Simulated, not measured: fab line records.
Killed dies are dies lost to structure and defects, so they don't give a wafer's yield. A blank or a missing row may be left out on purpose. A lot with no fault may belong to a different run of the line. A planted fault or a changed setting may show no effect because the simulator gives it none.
fab line records ; flow nandHarc
record: lots: 12; wafers: 36; lastDay: 32
route steps=1302 shown A_WL_FILL@956 A_CONTACT@992 END@1302
lots that met no fault: taken from a fault-free run of the same line
startH: start of the lot's first displayed wafer, in hours after the record's first day ; waitH: how many hours have passed since the lot's step before this one ; " repeats the value in the row above ; L1.1+2: a single row standing in for several wafers ; - either no value or no given start ; * or withheld: withheld ; < > ~ a bound
route shown NAME@n: a module of which the file shows steps, and the number in the route of the first ; usual: the fault-free wafers' mean and standard deviation ; same: alike in all rows ; chamber/n: place in a boat ; sites: readings site by site ; _std_site: standard deviation of those values ; _edge_site: outer sites' mean less inner sites' ; radiusMm: how far each site lies from the wafer's centre ; mask NAME#n: copy n ; behind: the most recent tool/chamber to have shaped the wafer ; hold: why the lot was held/for how many hours/how that ended ; device: transistor that didn't switch, given as n, p or np ; end of line: at the end of the route, the tests of the same wafers ; a step given without rows: its recipe and nothing more ; killed: at the first sort, the dies lost to defects and structure; wafer yield is something else ; map: the dies of a wafer, with x for killed, . for not killed, _ for no die there
set.NAME: the setting that was run; set.NAME@STEP: the one run at that earlier step ; model.NAME: the simulator's own value behind a step, which no gauge read
route steps across a sampled set of lots; one table per step, one row per wafer
services: a tool's chamber out of use, with start hour (startH, from the record's first day; less than 0 if before it), hours out, and reason
== steps ==
step: NHARC_A_WL_FILL_CVD_03
recipe: targetThkA: 400; tempC: 300; pressureTorr: 40; wf6FlowSccm: 40; h2FlowSccm: 1600; arFlowSccm: 1560; timeS: 279; material: W
usual: heaterPowerW: 439/17; mfcH2Sccm: 1600/4.9; susceptorTempC: 299.99/0.18; throttleValvePct: 7.88/0.25
lot.wafer;tool;chamber;startH;waitH;heaterPowerW;mfcH2Sccm;susceptorTempC;throttleValvePct
L476.3;cvdW-02;1;449.19;0.2;430;1604;300.06;8.16
L476.5;cvdW-02;0;449.19;0.2;428;1606;299.71;8.29
L476.6;cvdW-02;1;449.19;0.2;431;1600;300.03;8.06
L479.1;cvdW-01;1;469.89;0.1;467;1600;299.99;8.03
L479.4;cvdW-01;0;469.89;0.1;488;1599;299.82;7.76
L479.6;cvdW-01;1;469.89;0.1;464;1601;299.68;7.78
L477.2;cvdW-02;0;469.96;0.1;434;1594;-;7.99
L477.4;cvdW-02;0;469.96;0.1;425;1598;-;8.01
L477.5;cvdW-02;1;469.96;0.1;429;1608;-;7.95
L478.4;cvdW-02;0;495.83;0.2;427;1597;299.76;8.33
L478.3;cvdW-02;1;495.83;0.2;429;1605;299.90;8.14
L478.5;cvdW-02;0;495.83;0.2;432;1597;300.07;8.00
L481.1;cvdW-01;0;503.57;0.1;478;1596;300.25;7.54
L481.3;cvdW-01;1;503.57;0.1;463;1597;299.89;7.65
L481.5;cvdW-01;1;503.57;0.1;468;1599;300.13;7.87
L483.2;cvdW-02;1;532.92;0.1;423;1609;300.11;8.27
L483.3;cvdW-02;0;532.92;0.1;417;1601;300.19;8.32
L483.4;cvdW-02;1;532.92;0.1;435;1606;300.10;7.91
L484.2;cvdW-01;1;539.19;0.1;449;1598;300.08;7.53
L484.1;cvdW-01;0;539.19;0.1;429;1601;300.01;8.04
L484.6;cvdW-01;1;539.19;0.1;446;1598;299.97;7.72
L486.1;cvdW-01;1;548.49;0.1;452;1597;299.97;7.53
L486.3;cvdW-01;0;548.49;0.1;439;1596;300.00;7.69
L486.6;cvdW-01;1;548.49;0.1;446;1611;299.76;7.83
L487.2;cvdW-01;1;566.05;0.1;445;1604;-;7.55
L487.3;cvdW-01;1;566.05;0.1;450;1593;-;7.61
L487.6;cvdW-01;0;566.05;0.1;441;1606;-;7.86
L489.2;cvdW-02;1;574.96;0.1;424;1598;300.14;8.02
L489.4;cvdW-02;0;574.96;0.1;426;1603;299.59;8.29
L489.5;cvdW-02;0;574.96;0.1;423;1592;299.98;8.33
L496.2;cvdW-01;1;661.35;0.1;464;1600;300.26;7.59
L496.4;cvdW-01;1;661.35;0.1;462;1601;300.00;7.62
L496.5;cvdW-01;1;661.35;0.1;457;1601;299.89;7.62
L498.2;cvdW-02;1;667.89;0.1;429;1596;-;7.85
L498.1;cvdW-02;0;667.89;0.1;444;1603;-;7.76
L498.3;cvdW-02;0;667.89;0.1;441;1607;-;7.92
step: NHARC_A_CONTACT_SOFTBAKE_37
recipe: tempC: 105; timeS: 55
usual: chillPlateTempC: 22.98/0.13; exhaustPa: 45.0/1.1; heaterPowerTotalW: 188.45/0.14; resistLineTempC: 22.99/0.096
lot.wafer;tool;chamber;startH;waitH;chillPlateTempC;exhaustPa;heaterPowerTotalW;resistLineTempC
L476.3;lithoTrack-06;0;473;-;22.92;42.9;188.32;23.00
L476.5;lithoTrack-06;0;473;-;23.13;42.4;188.45;22.94
L476.6;lithoTrack-06;0;473;-;23.03;41.8;188.33;22.94
L479.1;lithoTrack-01;0;492;-;23.13;43.4;188.73;23.17
L479.4;lithoTrack-01;0;492;-;22.89;44.3;188.45;23.05
L479.6;lithoTrack-01;0;492;-;22.90;44.3;188.38;23.04
L477.2;lithoTrack-04;0;492;-;23.02;44.4;188.44;22.93
L477.4;lithoTrack-04;0;492;-;23.09;44.5;188.73;22.93
L477.5;lithoTrack-04;0;492;-;23.21;45.0;188.41;22.99
L478.3;lithoTrack-01;0;519;-;23.00;45.9;188.32;22.78
L478.4;lithoTrack-01;0;519;-;23.09;44.8;188.36;22.94
L478.5;lithoTrack-01;0;519;-;23.23;44.8;188.38;22.87
L481.1;lithoTrack-01;0;526;-;22.97;44.5;188.43;23.08
L481.3;lithoTrack-01;0;526;-;22.84;46.1;188.30;23.10
L481.5;lithoTrack-01;0;526;-;23.08;45.8;188.59;22.89
L483.2;lithoTrack-01;0;555;-;22.86;44.4;188.49;22.98
L483.3;lithoTrack-01;0;555;-;22.98;44.1;188.34;23.06
L483.4;lithoTrack-01;0;555;-;22.83;44.8;188.34;23.10
L484.1;lithoTrack-01;0;564;-;22.62;46.0;188.67;23.11
L484.2;lithoTrack-01;0;564;-;22.72;46.2;188.30;23.19
L484.6;lithoTrack-01;0;564;-;22.67;45.1;188.42;23.12
L486.1;lithoTrack-06;0;575;-;23.01;46.2;188.74;23.11
L486.3;lithoTrack-06;0;575;-;23.13;47.7;188.30;23.12
L486.6;lithoTrack-06;0;575;-;23.07;46.2;188.39;23.09
L487.2;lithoTrack-04;0;588;-;23.10;44.4;188.60;23.06
L487.3;lithoTrack-04;0;588;-;23.07;45.8;188.27;22.92
L487.6;lithoTrack-04;0;588;-;22.90;44.5;188.33;23.04
L489.2;lithoTrack-04;0;598;-;22.97;46.8;188.40;23.07
L489.4;lithoTrack-04;0;598;-;22.85;45.3;188.72;23.03
L489.5;lithoTrack-04;0;598;-;22.84;44.3;188.32;23.05
L496.2;lithoTrack-04;0;683;-;22.82;44.3;194.35;22.99
L496.4;lithoTrack-04;0;683;-;23.10;44.9;188.32;22.96
L496.5;lithoTrack-04;0;683;-;22.88;45.0;194.45;22.96
L498.1;lithoTrack-04;0;694;-;22.96;44.7;188.70;23.10
L498.2;lithoTrack-04;0;694;-;22.97;44.7;194.34;23.10
L498.3;lithoTrack-04;0;694;-;22.72;45.0;188.45;23.09
step: NHARC_A_CONTACT_INSPECT_44
usual: rawDefectCount: 88/37
lot.wafer;tool;chamber;startH;waitH;rawDefectCount
L476.3;defectInspect-01;-;473.96;0.0;75
L476.5;defectInspect-01;-;473.96;0.0;80
L476.6;defectInspect-01;-;473.96;0.0;68
L479.1;defectInspect-01;-;493.07;0.0;119
L479.4;defectInspect-01;-;493.07;0.0;119
L479.6;defectInspect-01;-;493.07;0.0;120
L477.2;defectInspect-01;-;493.47;0.0;107
L477.4;defectInspect-01;-;493.47;0.0;96
L477.5;defectInspect-01;-;493.47;0.0;75
L478.3;defectInspect-02;-;519.81;0.0;103
L478.4;defectInspect-02;-;519.81;0.0;119
L478.5;defectInspect-02;-;519.81;0.0;121
L481.1;defectInspect-01;-;527.33;0.0;105
L481.3;defectInspect-01;-;527.33;0.0;120
L481.5;defectInspect-01;-;527.33;0.0;96
L483.2;defectInspect-01;-;556.18;0.0;84
L483.3;defectInspect-01;-;556.18;0.0;83
L483.4;defectInspect-01;-;556.18;0.0;76
L484.1;defectInspect-01;-;564.82;0.0;77
L484.2;defectInspect-01;-;564.82;0.0;84
L484.6;defectInspect-01;-;564.82;0.0;94
L486.1;defectInspect-02;-;576.13;0.0;84
L486.3;defectInspect-02;-;576.13;0.0;88
L486.6;defectInspect-02;-;576.13;0.0;75
L487.2;defectInspect-01;-;589.00;0.0;50
L487.3;defectInspect-01;-;589.00;0.0;43
L487.6;defectInspect-01;-;589.00;0.0;35
L489.2;defectInspect-01;-;599.10;0.0;16
L489.4;defectInspect-01;-;599.10;0.0;22
L489.5;defectInspect-01;-;599.10;0.0;26
L496.2;defectInspect-01;-;684.29;0.0;56
L496.4;defectInspect-01;-;684.29;0.0;66
L496.5;defectInspect-01;-;684.29;0.0;55
L498.1;defectInspect-01;-;694.88;0.0;108
L498.2;defectInspect-01;-;694.88;0.0;112
L498.3;defectInspect-01;-;694.88;0.0;81
step: NHARC_A_CONTACT_ETCH_48
recipe: targetDepthA: 390; overEtchFrac: 0.3; timeS: 65; ionEnergyEv: 80; cf4FlowSccm: 150; arFlowSccm: 0; rfW: 300; biasW: 100; chemistry: CF4
usual: biasW: 100.00/0.29; drypumpMotorCurrentA: 5.6/0.42; oesProductAu: 1.002/0.0086; rfVppV: 151.1/1.3; showerheadPlenumPTorr: 1.76/0.082; throttleValvePct: 13.285/0.0091
lot.wafer;tool;chamber;startH;waitH;biasW;drypumpMotorCurrentA;oesProductAu;rfHoursCounterH;rfVppV;showerheadPlenumPTorr;throttleValvePct
L476.3;rieDiel-07;3;474.13;0.1;99.94;4.7;0.997;7;150.6;1.70;13.290
L476.6;rieDiel-07;0;474.13;0.1;99.84;4.8;0.978;-;151.9;1.82;13.274
L476.5;rieDiel-07;1;474.13;0.1;99.85;5.7;1.014;-;152.6;1.89;13.281
L479.1;rieDiel-07;2;493.34;0.1;99.89;6.1;0.997;14;151.8;1.82;13.305
L479.4;rieDiel-07;3;493.34;0.1;100.24;4.7;0.992;13;150.3;1.70;13.287
L479.6;rieDiel-07;0;493.34;0.1;99.72;4.8;0.992;-;153.5;1.81;13.301
L477.4;rieDiel-02;0;493.63;0.1;100.13;5.7;0.995;19;149.6;1.65;13.284
L477.2;rieDiel-02;1;493.63;0.1;100.13;6.2;1.020;19;150.8;1.71;13.290
L477.5;rieDiel-02;0;493.63;0.1;100.26;5.7;0.995;-;149.9;1.65;13.268
L478.3;rieDiel-07;3;519.98;0.1;100.12;4.7;0.997;25;150.0;1.69;13.283
L478.4;rieDiel-07;3;519.98;0.1;100.52;4.6;0.990;-;150.3;1.69;13.299
L478.5;rieDiel-07;1;519.98;0.1;100.38;5.7;1.004;-;151.9;1.88;13.291
L481.1;rieDiel-07;1;527.50;0.1;101.09;5.7;1.002;23;153.4;1.88;13.295
L481.3;rieDiel-07;2;527.50;0.1;100.35;6.1;0.984;27;151.6;1.81;13.278
L481.5;rieDiel-07;1;527.50;0.1;100.29;5.7;0.997;-;152.3;1.88;13.277
L483.3;rieDiel-02;1;556.33;0.1;99.68;6.2;1.006;0;150.8;1.71;13.286
L483.2;rieDiel-02;2;556.33;0.1;99.86;5.4;0.999;0;148.9;1.70;13.292
L483.4;rieDiel-02;3;556.33;0.1;100.46;5.8;0.995;0;151.8;1.72;13.285
L484.2;rieDiel-01;2;564.97;0.1;100.43;5.9;1.019;7;152.2;1.84;13.294
L484.1;rieDiel-01;1;564.97;0.1;99.98;5.8;1.015;8;153.2;1.91;13.284
L484.6;rieDiel-01;2;564.97;0.1;100.51;5.9;1.018;-;150.4;1.84;13.284
L486.3;rieDiel-02;0;576.29;0.1;99.92;5.7;0.998;3;149.1;1.64;13.282
L486.1;rieDiel-02;1;576.29;0.1;99.43;6.2;1.006;3;150.4;1.71;13.289
L486.6;rieDiel-02;3;576.29;0.1;99.74;5.8;0.994;-;149.5;1.71;13.273
L487.2;rieDiel-01;2;589.16;0.1;99.97;5.9;1.008;18;151.3;1.84;13.293
L487.3;rieDiel-01;3;589.16;0.1;99.75;5.5;1.006;15;153.3;1.81;13.266
L487.6;rieDiel-01;1;589.16;0.1;100.03;5.8;1.005;-;152.8;1.90;13.272
L489.4;rieDiel-02;0;599.25;0.1;99.90;5.7;1.000;8;149.1;1.64;13.284
L489.2;rieDiel-02;2;599.25;0.1;99.49;5.4;0.997;10;151.2;1.69;13.289
L489.5;rieDiel-02;1;599.25;0.1;99.75;6.2;1.006;-;149.4;1.71;13.290
L496.2;rieDiel-01;1;684.44;0.1;100.25;5.8;1.003;43;151.6;1.90;13.282
L496.4;rieDiel-01;2;684.44;0.1;100.14;5.9;1.004;41;150.8;1.83;13.283
L496.5;rieDiel-01;1;684.44;0.1;100.22;5.8;1.004;-;151.7;1.90;13.286
L498.1;rieDiel-01;0;695.03;0.1;100.14;4.9;1.001;49;148.6;1.71;13.285
L498.2;rieDiel-01;1;695.03;0.1;99.81;5.8;1.004;49;152.6;1.89;13.288
L498.3;rieDiel-01;3;695.03;0.1;99.94;5.5;0.991;45;152.3;1.80;13.271
step: NHARC_END_SORT_01
recipe: tempC: 25
usual: killedAtArray: 62/18; killedAtOther: 0.9/1.2; killedAtPeriphery: 4.2/2.9; killedDies: 67/17; killedOpen: 3.6/1.9; killedShort: 2.5/1.6
same: grossDies: 677
lot.wafer;tool;chamber;startH;waitH;killedAtArray;killedAtOther;killedAtPeriphery;killedDies;killedOpen;killedShort
L477.2;prober-02;0;602.33;2.8;69;5;4;78;6;2
L477.4;prober-02;0;603.92;3.4;66;1;2;69;6;3
L477.5;prober-02;0;604.72;3.7;62;2;4;68;5;1
L481.1;prober-01;0;609.61;2.5;65;1;2;68;3;3
L481.3;prober-01;0;611.21;3.1;88;0;0;88;5;1
L481.5;prober-01;0;612.81;3.7;64;0;0;64;4;3
L487.2;prober-02;0;667.73;2.8;41;0;7;48;1;3
L487.3;prober-02;0;668.52;3.1;42;3;4;49;2;5
L487.6;prober-02;0;670.90;4.0;31;1;8;40;2;1
killed by level:class
L477.2 A_CHANNEL_HOLE_D2:chamberFilmFlake=28 A_SLIT:chamberFilmFlake=22 A_CHANNEL_HOLE_D1:chamberFilmFlake=4 THIN_TSV:chamberFilmFlake=4 A_DECK1_JOINT:chamberFilmFlake=3 A_CONTACT:chamberFilmFlake=3 P_CONTACT:geometricParticle:open=2 A_ZERO_WELL:chamberFilmFlake=2
L477.4 A_SLIT:chamberFilmFlake=24 A_CHANNEL_HOLE_D2:chamberFilmFlake=23 A_CONTACT:chamberFilmFlake=5 A_STAIRCASE:chamberFilmFlake=3 A_M0:geometricParticle:open=2 P_M1:geometricParticle:open=1 A_CHANNEL_HOLE_D2:geometricParticle:open=1 A_CHANNEL_HOLE_D2:geometricParticle:short=1
L477.5 A_CHANNEL_HOLE_D2:chamberFilmFlake=24 A_SLIT:chamberFilmFlake=22 A_CONTACT:chamberFilmFlake=5 A_CONTACT:geometricParticle:open=2 THIN_TSV:chamberFilmFlake=2 P_BONDPAD:chamberFilmFlake=2 A_STAIRCASE:chamberFilmFlake=2 A_ONON_D1:geometricParticle:open=1
L481.1 A_SLIT:chamberFilmFlake=22 A_CHANNEL_HOLE_D1:chamberFilmFlake=21 A_CHANNEL_HOLE_D2:chamberFilmFlake=8 A_CONTACT:chamberFilmFlake=6 A_CHANNEL_FILL_D2:chamberFilmFlake=2 A_WL_FILL:chamberFilmFlake=2 P_CONTACT:geometricParticle:short=1 P_CONTACT:geometricParticle:open=1
L481.3 A_CHANNEL_HOLE_D1:chamberFilmFlake=33 A_SLIT:chamberFilmFlake=30 A_CHANNEL_HOLE_D2:chamberFilmFlake=11 A_WL_FILL:chamberFilmFlake=3 A_BLC:geometricParticle:open=2 A_CHANNEL_FILL_D1:chamberFilmFlake=2 A_DECK1_JOINT:geometricParticle:open=1 A_DECK1_JOINT:geometricParticle:short=1
L481.5 A_SLIT:chamberFilmFlake=23 A_CHANNEL_HOLE_D1:chamberFilmFlake=21 A_CHANNEL_HOLE_D2:chamberFilmFlake=10 A_WL_FILL:chamberFilmFlake=3 A_SOURCE_PLATE:geometricParticle:open=1 A_ONON_D1:geometricParticle:short=1 A_CHANNEL_FILL_D1:geometricParticle:short=1 A_CHANNEL_HOLE_D2:geometricParticle:open=1
L487.2 A_CHANNEL_HOLE_D2:chamberFilmFlake=19 A_CHANNEL_HOLE_D1:chamberFilmFlake=8 P_BONDPAD:chamberFilmFlake=4 A_SLIT:chamberFilmFlake=4 A_STAIRCASE:chamberFilmFlake=3 P_GATE:chamberFilmFlake=2 A_CHANNEL_FILL_D1:geometricParticle:short=1 A_DECK1_JOINT:geometricParticle:short=1
L487.3 A_CHANNEL_HOLE_D2:chamberFilmFlake=20 A_CHANNEL_HOLE_D1:chamberFilmFlake=10 A_SLIT:chamberFilmFlake=4 STARTING-WAFER:geometricParticle:short=2 A_BLC:chamberFilmFlake=2 P_CONTACT:geometricParticle:open=1 P_CONTACT:geometricParticle:short=1 A_CHANNEL_HOLE_D1:geometricParticle:open=1
L487.6 A_CHANNEL_HOLE_D2:chamberFilmFlake=14 A_CHANNEL_HOLE_D1:chamberFilmFlake=8 P_BONDPAD:chamberFilmFlake=5 A_SLIT:chamberFilmFlake=2 A_CONTACT:chamberFilmFlake=2 A_BLC:chamberFilmFlake=2 P_CONTACT:geometricParticle:open=1 A_DECK1_JOINT:geometricParticle:short=1
== services ==
tool;chamber;startH;hours;kind
cvdW-02;-;426.00;13.0;pm
rieDiel-07;2;441.62;3.3;repair
rieDiel-01;0;445.29;6.0;repair
rieDiel-07;-;447.46;9.0;pm
rieDiel-02;2;449.30;12.6;repair
lithoTrack-01;-;481.00;7.0;pm
lithoTrack-06;-;505.00;7.0;pm
rieDiel-07;0;505.31;35.7;repair
cvdW-01;-;523.00;13.0;pm
lithoTrack-04;-;529.00;7.0;pm
rieDiel-01;-;534.69;9.0;pm
rieDiel-02;-;546.98;9.0;pm
rieDiel-07;2;584.69;5.3;repair
rieDiel-07;0;597.19;8.2;repair
cvdW-02;1;598.43;4.4;repair
rieDiel-07;-;604.30;0.7;repair
cvdW-02;-;607.00;13.0;pm
cvdW-01;1;610.17;2.7;repair
rieDiel-07;-;625.76;9.0;pm
rieDiel-02;0;642.01;23.0;repair
cvdW-02;0;643.48;18.5;repair
lithoTrack-01;-;656.00;7.0;pm
cvdW-01;-;662.05;4.4;repair
cvdW-02;1;676.62;8.2;repair
== key ==
firstSign: step: NHARC_A_CONTACT_SOFTBAKE_37; reading: heaterPowerTotalW; direction: up; sigmas: 42; usual: *; struck: *
effect none on later readings
metAt NHARC_A_CONTACT_SOFTBAKE_37
struckLots L496,L498
struckWafers L496.2,L496.5,L498.2
testerLeftOut L496,L498
notActingAt NHARC_A_WL_FILL_CVD_03,NHARC_A_CONTACT_INSPECT_44,NHARC_A_CONTACT_ETCH_48
onsetBetween 598 683
fault: kind: processParameterDrift; tool: lithoTrack-04; chamber: -; onsetH: 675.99; steps: NHARC_A_CONTACT_SOFTBAKE_37; channel: timeS; offset: *; shape: step; endH: 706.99; scope: struckWafersOnly; actsIn: *; stated: *
testerLeftOut: of these lots the tester's yield and bins aren't shown, on N5 and GAA mostly nor the transistor test; their killed dies are dies lost to structure and defects alone, not to doping, threshold or leakage, so they don't give the yield
